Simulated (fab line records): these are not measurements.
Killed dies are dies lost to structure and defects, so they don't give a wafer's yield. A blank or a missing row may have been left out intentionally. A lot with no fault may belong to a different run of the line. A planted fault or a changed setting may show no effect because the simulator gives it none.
fab line records	flow nand-harc
record: lots: 11	wafers: 33	last-day: 33
route steps=1302 shown A_BONDPAD@1222 THIN_TSV@1261 END@1302
lots that met no fault: taken from a fault-free run of the same line
start-h: hours from the record's opening day to when the first of the lot's shown wafers began	wait-h: hours from the lot's prior step to this one	" the same as in the row above	L1.1+2: a single row standing in for several wafers	- value missing, or start not given	* or withheld: withheld	< > ~ a bound
route shown NAME@n: a module of which the file shows steps, and the number in the route of the first	usual: mean and standard deviation over wafers with no fault	same: alike in all rows	chamber/n: place in a boat	sites: readings site by site	_std_site: the values' standard deviation	_edge_site: the outer-site mean with the inner-site mean subtracted	radius-mm: how far each site lies from the wafer's centre	mask NAME#n: copy n	behind: tool/chamber where the wafer was last shaped	hold: why the lot went on hold/how many hours it stayed there/how the hold came to an end	device: whichever transistor did not switch (one of n, p or np)	end of line: tests of these same wafers at the route's end	a step with no rows: only its recipe	killed: dies lost to structure and defects at the first sort, not the wafer's yield	map: the dies of a wafer, with x for killed, . for not killed, _ for no die there
set.NAME: the setting the step ran with; set.NAME@STEP: the setting that earlier step ran with	model.NAME: the simulator's own value behind a step, which no gauge read
a sample of lots followed through the steps of the route, with each step as a table and each wafer as a row
services: from which hour (start-h, from the record's first day; less than 0 if before it) a tool's chamber was out of use, for how many hours, and why
== steps ==
step: NHARC_A_BONDPAD_STRIP_15
recipe: o2-flow-sccm: 500	ar-flow-sccm: 0	bias-w: 0	chemistry: O2
usual: chamber-pressure-mTorr: 60.00/0.056	drypump-motor-current-A: 5.9/0.41	oes-product-au: 1.000/0.01	rf-vpp-V: 57.7/0.97	showerhead-plenum-p-Torr: 3.51/0.11	throttle-valve-pct: 17.035/0.0098
lot.wafer	tool	chamber	start-h	wait-h	chamber-pressure-mTorr	drypump-motor-current-A	oes-product-au	rf-hours-counter-h	rf-vpp-V	showerhead-plenum-p-Torr	throttle-valve-pct
L700.1	rie-diel-09	2	539.93	0.1	60.05	6.6	1.004	1	57.0	3.45	17.025
L700.6	"	0	"	"	60.08	5.9	1.010	-	58.0	3.59	17.051
L700.5	"	1	"	"	60.00	6.0	0.995	-	57.3	3.50	17.042
L701.4	rie-diel-09	0	552.65	0.1	59.95	5.9	1.014	1	57.3	3.59	17.043
L701.2	"	1	"	"	59.99	5.9	1.006	1	56.2	3.50	17.016
L701.5	"	3	"	"	60.09	6.1	1.000	-	59.6	3.48	17.033
L710.3	rie-diel-04	3	645.97	0.1	59.99	5.8	0.999	20	58.0	3.45	17.039
L710.6	"	1	"	"	60.01	5.6	1.000	-	59.1	3.38	17.023
L710.5	"	2	"	"	60.10	5.7	0.986	-	57.2	3.68	17.038
L711.3	rie-diel-04	2	650.89	0.1	59.90	5.7	0.992	15	58.9	3.68	17.022
L711.4	"	3	"	"	60.02	5.8	1.007	20	58.9	3.45	17.047
L711.5	"	2	"	"	59.98	5.7	0.997	-	58.4	3.68	17.026
L714.1	rie-diel-09	0	672.17	0.1	60.05	5.9	0.997	4	57.6	3.59	17.040
L714.3	"	2	"	"	60.05	6.6	1.016	4	57.2	3.45	17.036
L714.6	"	3	"	"	60.05	6.0	0.987	-	58.6	3.48	17.032
L716.2	rie-diel-09	2	685.80	0.1	59.96	6.6	1.007	0	57.4	3.45	17.031
L716.3	"	1	"	"	60.06	6.0	1.002	0	56.6	3.50	17.027
L716.6	"	3	"	"	60.03	6.0	1.012	-	57.0	3.48	17.031
L718.1	rie-diel-09	2	711.18	0.1	59.89	6.6	1.021	1	57.9	3.45	17.034
L718.2	"	3	"	"	60.00	6.1	0.999	0	56.7	3.48	17.032
L718.5	"	2	"	"	59.93	6.6	1.006	-	58.8	3.45	17.039
L719.1	rie-diel-09	1	718.37	0.1	60.06	6.0	1.018	1	57.9	3.50	17.046
L719.5	"	1	"	"	60.12	6.0	1.011	-	58.5	3.50	17.023
L719.6	"	2	"	"	60.07	6.6	1.007	-	56.4	3.45	17.028
L722.3	rie-diel-09	2	738.81	0.1	59.93	6.6	1.001	2	57.5	3.45	17.041
L722.2	"	0	"	"	60.05	5.9	0.988	2	58.1	3.59	17.036
L722.4	"	1	"	"	60.01	6.0	1.008	2	59.2	3.50	17.033
L721.2	rie-diel-04	2	741.05	0.1	60.00	5.7	0.995	6	58.4	3.67	17.040
L721.4	"	0	"	"	59.99	5.1	1.010	-	56.9	3.40	17.049
L721.5	"	0	"	"	60.07	5.1	1.009	-	58.2	3.40	17.035
L723.3	rie-diel-09	1	760.11	0.1	59.99	6.0	1.006	2	57.9	3.50	17.039
L723.2	"	0	"	"	59.92	5.9	0.993	2	57.3	3.59	17.030
L723.6	"	2	"	"	59.98	6.6	1.009	-	56.6	3.45	17.007
step: NHARC_A_BONDPAD_THK_MEAS_20
recipe: thk-meas-gauge: xrf
usual: thk-nm: 169.8/1.5
lot.wafer	tool	chamber	start-h	wait-h	thk-nm
L700.1	film-metro-02	-	541.86	-	171.9
L700.5	"	-	"	"	171.2
L700.6	"	-	"	"	168.7
L701.2	film-metro-01	-	554.60	-	169.5
L701.4	"	-	"	"	169.4
L701.5	"	-	"	"	173.3
L710.3	film-metro-02	-	647.89	-	170.0
L710.5	"	-	"	"	171.2
L710.6	"	-	"	"	170.1
L711.3	film-metro-01	-	652.84	-	170.4
L711.4	"	-	"	"	170.6
L711.5	"	-	"	"	168.7
L714.1	film-metro-01	-	674.12	-	170.8
L714.3	"	-	"	"	172.0
L714.6	"	-	"	"	170.6
L716.2	film-metro-01	-	687.78	-	170.4
L716.3	"	-	"	"	169.4
L716.6	"	-	"	"	168.5
L718.1	film-metro-02	-	713.13	-	169.8
L718.2	"	-	"	"	170.3
L718.5	"	-	"	"	169.9
L719.1	film-metro-01	-	720.33	-	172.6
L719.5	"	-	"	"	168.0
L719.6	"	-	"	"	170.4
L722.2	film-metro-02	-	740.76	-	168.1
L722.3	"	-	"	"	171.6
L722.4	"	-	"	"	168.9
L721.2	film-metro-01	-	743.13	-	170.5
L721.4	"	-	"	"	166.8
L721.5	"	-	"	"	165.7
L723.2	film-metro-02	-	762.07	-	169.5
L723.3	"	-	"	"	168.0
L723.6	"	-	"	"	167.5
step: NHARC_THIN_TSV_DESCUM_14
recipe: time-s: 3	o2-flow-sccm: 200	ar-flow-sccm: 0	bias-power-w: 0	chemistry: O2
usual: chamber-pressure-mTorr: 60.00/0.059	drypump-motor-current-A: 5.6/0.65	oes-product-au: 0.995/0.011	rf-vpp-V: 57.7/0.83	showerhead-plenum-p-Torr: 1.93/0.065	throttle-valve-pct: 11.311/0.0094
lot.wafer	tool	chamber	start-h	wait-h	chamber-pressure-mTorr	drypump-motor-current-A	oes-product-au	rf-hours-counter-h	rf-vpp-V	showerhead-plenum-p-Torr	throttle-valve-pct
L700.1	rie-diel-07	3	552.72	-	59.90	6.5	1.006	2.1	57.9	1.88	11.307
L700.6	"	1	"	"	60.05	5.1	1.002	-	57.4	1.88	11.313
L700.5	"	2	"	"	60.00	6.0	1.004	-	57.9	2.04	11.323
L701.4	rie-diel-10	2	568.20	-	60.04	5.5	0.998	6.3	58.1	1.91	11.319
L701.2	"	0	"	"	60.04	5.5	1.005	6.7	59.0	1.90	11.306
L701.5	"	3	"	"	59.96	4.7	0.994	-	58.2	1.98	11.299
L710.3	rie-diel-08	0	660.62	-	59.92	4.8	1.021	7.2	57.9	1.79	11.323
L710.5	"	0	"	"	60.04	4.8	1.023	-	55.9	1.79	11.319
L710.6	"	1	"	"	59.89	4.9	1.001	-	58.5	2.05	11.311
L711.3	rie-diel-07	1	665.19	-	60.06	5.1	1.005	0	57.3	1.88	11.295
L711.4	"	3	"	"	59.94	6.5	1.006	1.1	57.5	1.87	11.296
L711.5	"	1	"	"	59.94	5.1	0.996	-	57.8	1.88	11.309
L714.3	rie-diel-10	2	686.42	-	59.95	5.5	0.997	3.2	57.4	1.90	11.341
L714.1	"	3	"	"	60.09	4.7	1.007	3.1	58.7	1.98	11.304
L714.6	"	2	"	"	60.05	5.5	0.991	-	57.4	1.90	11.315
L716.3	rie-diel-10	2	700.34	-	60.05	5.6	0.987	3.9	56.5	1.90	11.324
L716.2	"	1	"	"	59.94	6.4	0.983	4.7	58.2	1.95	11.311
L716.6	"	2	"	"	59.99	5.5	0.987	-	56.6	1.90	11.301
L718.2	rie-diel-10	1	724.66	-	60.02	6.4	0.982	5.5	57.6	1.95	11.295
L718.1	"	2	"	"	60.12	5.5	0.986	4.8	58.1	1.90	11.305
L718.5	"	1	"	"	59.99	6.4	1.001	-	57.6	1.95	11.315
L719.1	rie-diel-08	0	732.96	-	60.02	4.9	1.019	0.1	56.4	1.79	11.310
L719.5	"	0	"	"	59.96	4.8	1.016	-	57.2	1.79	11.320
L719.6	"	1	"	"	60.02	4.9	1.000	-	58.4	2.05	11.317
L722.3	rie-diel-10	1	758.46	-	59.99	6.4	1.002	7.8	59.3	1.95	11.313
L722.4	"	3	"	"	59.96	4.8	1.001	7.0	57.7	1.98	11.309
L722.2	"	0	"	"	59.97	5.5	0.993	7.3	57.3	1.89	11.322
L721.2	rie-diel-10	3	759.66	-	59.99	4.7	0.998	7.3	58.4	1.98	11.308
L721.4	"	0	"	"	59.99	5.5	0.981	7.8	56.0	1.89	11.305
L721.5	"	0	"	"	59.99	5.5	0.982	-	58.0	1.89	11.307
L723.2	rie-diel-07	0	774.63	-	60.00	6.7	0.991	5.1	58.0	1.89	11.302
L723.3	"	1	"	"	59.90	5.1	0.996	4.2	59.2	1.88	11.311
L723.6	"	2	"	"	60.02	6.0	0.989	-	57.7	2.04	11.306
step: NHARC_THIN_TSV_ETCH_44
recipe: target-depth-a: 15942	time-s: 797.1	cf4-flow-sccm: 150	o2-flow-sccm: 10	ar-flow-sccm: 0	rf-w: 300	bias-w: 800	chemistry: CF4/O2
usual: chamber-pressure-mTorr: 29.998/0.028	drypump-motor-current-A: 5.6/0.64	oes-product-au: 0.996/0.011	rf-vpp-V: 796/3.4	showerhead-plenum-p-Torr: 1.85/0.056	throttle-valve-pct: 16.915/0.0098
lot.wafer	tool	chamber	start-h	wait-h	chamber-pressure-mTorr	drypump-motor-current-A	oes-product-au	rf-hours-counter-h	rf-vpp-V	showerhead-plenum-p-Torr	throttle-valve-pct
L700.1	rie-diel-07	1	552.96	0.2	30.037	5.1	0.990	3.7	793	1.80	16.897
L700.6	"	2	"	"	29.958	6.0	1.010	-	801	1.95	16.923
L700.5	"	3	"	"	30.033	6.5	1.014	-	791	1.80	16.889
L701.2	rie-diel-10	3	568.40	0.2	29.969	4.7	0.996	6.8	799	1.89	16.906
L701.4	"	0	"	"	29.985	5.5	0.998	6.8	794	1.82	16.928
L701.5	"	2	"	"	29.996	5.5	1.011	-	795	1.83	16.923
L710.3	rie-diel-08	1	660.76	0.1	30.021	4.9	0.984	7.7	802	1.96	16.914
L710.6	"	0	"	"	29.969	4.9	1.020	-	787	1.72	16.945
L710.5	"	1	"	"	29.974	4.9	0.988	-	802	1.96	16.910
L711.3	rie-diel-07	3	665.32	0.1	30.016	6.5	1.013	1.2	791	1.80	16.923
L711.4	"	0	"	"	30.025	6.7	1.000	1.2	795	1.81	16.917
L711.5	"	3	"	"	30.041	6.5	1.016	-	792	1.80	16.897
L714.3	rie-diel-10	3	686.62	0.2	30.029	4.7	1.007	3.2	797	1.89	16.927
L714.1	"	0	"	"	29.932	5.5	0.978	3.7	794	1.82	16.930
L714.6	"	2	"	"	29.993	5.5	0.981	-	794	1.82	16.914
L716.3	rie-diel-10	3	700.54	0.2	30.015	4.7	1.004	3.8	798	1.89	16.915
L716.2	"	0	"	"	30.015	5.5	0.976	4.5	793	1.82	16.921
L716.6	"	1	"	"	29.999	6.4	0.980	-	797	1.86	16.900
L718.2	rie-diel-10	1	724.85	0.2	30.026	6.4	0.991	5.6	796	1.86	16.908
L718.1	"	2	"	"	30.000	5.5	0.989	4.9	795	1.82	16.921
L718.5	"	0	"	"	30.037	5.4	0.987	-	793	1.82	16.919
L719.1	rie-diel-08	0	733.15	0.2	29.990	4.8	1.011	0.2	787	1.72	16.909
L719.5	"	2	"	"	29.978	5.0	1.010	-	796	1.85	16.910
L719.6	"	3	"	"	30.001	5.7	1.012	-	798	1.89	16.926
L722.3	rie-diel-10	0	758.55	0.1	30.020	5.5	0.981	7.4	794	1.82	16.916
L722.2	"	1	"	"	29.946	6.3	0.994	7.9	797	1.86	16.899
L722.4	"	2	"	"	29.995	5.5	0.988	7.6	794	1.82	16.912
L721.2	rie-diel-10	1	759.86	0.2	29.998	6.4	0.986	8.4	796	1.86	16.918
L721.4	"	2	"	"	29.967	5.5	0.984	7.9	794	1.82	16.900
L721.5	"	3	"	"	30.034	4.7	0.997	-	798	1.89	16.917
L723.3	rie-diel-07	1	774.70	0.1	29.972	5.1	1.000	4.3	792	1.80	16.914
L723.2	"	2	"	"	30.071	5.9	0.993	4.8	802	1.95	16.916
L723.6	"	1	"	"	30.048	5.1	1.000	-	793	1.80	16.920
step: NHARC_END_SORT_01
recipe: temp-c: 25
usual: defect-limited-yield: 91.1/2.9	killed-at-array: 55/19	killed-at-other: 0.8/1.1	killed-at-periphery: 4.0/2.6	killed-dies: 60/20	killed-open: 3.4/1.7	killed-short: 2.6/1.5
same: gross-dies: 677
lot.wafer	tool	chamber	start-h	wait-h	defect-limited-yield[%]	killed-at-array	killed-at-other	killed-at-periphery	killed-dies	killed-open	killed-short
L710.3	prober-02	0	676.23	3.1	83.5	106	1	5	112	5	5
L710.5	prober-02	0	677.87	3.8	78.9	137	0	6	143	2	6
L710.6	prober-02	0	678.70	4.1	83.8	107	0	3	110	4	2
L711.3	prober-02	0	684.07	3.1	79.2	132	4	5	141	3	4
L711.4	prober-02	0	684.86	3.4	81.2	121	5	1	127	2	2
L711.5	prober-02	0	685.65	3.6	81.4	121	3	2	126	0	1
killed by level:class
L710.3 A_BONDPAD:unspecified=68 A_STAIRCASE:chamber-film-flake=13 A_CHANNEL_HOLE_D1:chamber-film-flake=10 A_CHANNEL_HOLE_D2:chamber-film-flake=3 A_ONON_D2:geometric-particle:short=2 A_SGD_CUT:chamber-film-flake=2 P_STI:geometric-particle:open=1 P_CONTACT:geometric-particle:open=1
L710.5 A_BONDPAD:unspecified=86 A_CHANNEL_HOLE_D1:chamber-film-flake=29 A_STAIRCASE:chamber-film-flake=10 A_CHANNEL_FILL_D2:geometric-particle:short=2 P_GATE:chamber-film-flake=2 P_M2:chamber-film-flake=2 A_CHANNEL_HOLE_D2:chamber-film-flake=2 A_WL_FILL:chamber-film-flake=2
L710.6 A_BONDPAD:unspecified=51 A_CHANNEL_HOLE_D1:chamber-film-flake=32 A_STAIRCASE:chamber-film-flake=11 A_CHANNEL_HOLE_D2:chamber-film-flake=4 A_SLIT:chamber-film-flake=2 P_M0:geometric-particle:open=1 A_DECK1_JOINT:geometric-particle:short=1 A_ONON_D2:geometric-particle:open=1
L711.3 A_BONDPAD:unspecified=89 A_CHANNEL_HOLE_D2:chamber-film-flake=19 A_CHANNEL_HOLE_D1:chamber-film-flake=7 THIN_TSV:chamber-film-flake=4 A_DECK1_JOINT:chamber-film-flake=3 A_STAIRCASE:chamber-film-flake=3 A_SLIT:chamber-film-flake=3 A_CHANNEL_FILL_D1:geometric-particle:short=2
L711.4 A_BONDPAD:unspecified=77 A_CHANNEL_HOLE_D2:chamber-film-flake=18 A_STAIRCASE:chamber-film-flake=5 A_M1:chamber-film-flake=5 THIN_TSV:chamber-film-flake=5 A_CHANNEL_HOLE_D1:chamber-film-flake=4 A_SLIT:chamber-film-flake=3 A_CONTACT:chamber-film-flake=3
L711.5 A_BONDPAD:unspecified=85 A_CHANNEL_HOLE_D2:chamber-film-flake=15 A_CHANNEL_HOLE_D1:chamber-film-flake=7 A_STAIRCASE:chamber-film-flake=4 A_SLIT:chamber-film-flake=3 A_CONTACT:chamber-film-flake=3 THIN_TSV:chamber-film-flake=3 A_M1:chamber-film-flake=2
== services ==
tool	chamber	start-h	hours	kind
rie-diel-04	-	531.96	9.0	pm
rie-diel-09	-	536.53	0.7	repair
rie-diel-08	-	544.80	9.0	pm
rie-diel-04	2	553.89	3.6	repair
rie-diel-07	1	556.48	6.9	repair
rie-diel-04	2	557.75	13.7	repair
rie-diel-09	3	565.25	4.1	repair
rie-diel-04	1	565.42	2.6	repair
rie-diel-04	1	591.59	3.2	repair
rie-diel-10	-	596.50	9.0	pm
rie-diel-09	-	609.91	2.6	repair
rie-diel-08	-	627.54	1.7	repair
rie-diel-08	1	630.71	1.6	repair
rie-diel-07	-	648.22	9.0	pm
rie-diel-08	2	667.53	13.4	repair
rie-diel-09	-	674.10	9.0	pm
rie-diel-10	-	694.41	0.3	repair
rie-diel-04	-	708.96	9.0	pm
rie-diel-10	3	717.42	5.0	repair
rie-diel-08	-	721.80	9.0	pm
rie-diel-04	1	733.64	12.1	repair
rie-diel-07	3	735.58	6.3	repair
rie-diel-09	0	748.42	2.2	repair
rie-diel-10	-	773.51	9.0	pm
== key ==
first-sign: step: NHARC_END_SORT_01	reading: killed-at-array	direction: up	sigmas: 3.4	usual: 55	struck: 121
effect: step: NHARC_END_SORT_01	reading: killed-dies	direction: up	sigmas: 3.3	usual: 60	struck: 126
more-kills-born-at: NHARC_A_BONDPAD_STRIP_15@rie-diel-04: 456
met-at NHARC_A_BONDPAD_STRIP_15
struck-lots L710,L711
not-acting-at NHARC_A_BONDPAD_THK_MEAS_20,NHARC_THIN_TSV_DESCUM_14,NHARC_THIN_TSV_ETCH_44
fault: kind: chamber-particle-source	tool: rie-diel-04	chamber: -	onset-h: 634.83	steps: NHARC_A_BONDPAD_STRIP_15	rate-per-visit-cm2: 0.85055	end-h: 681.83
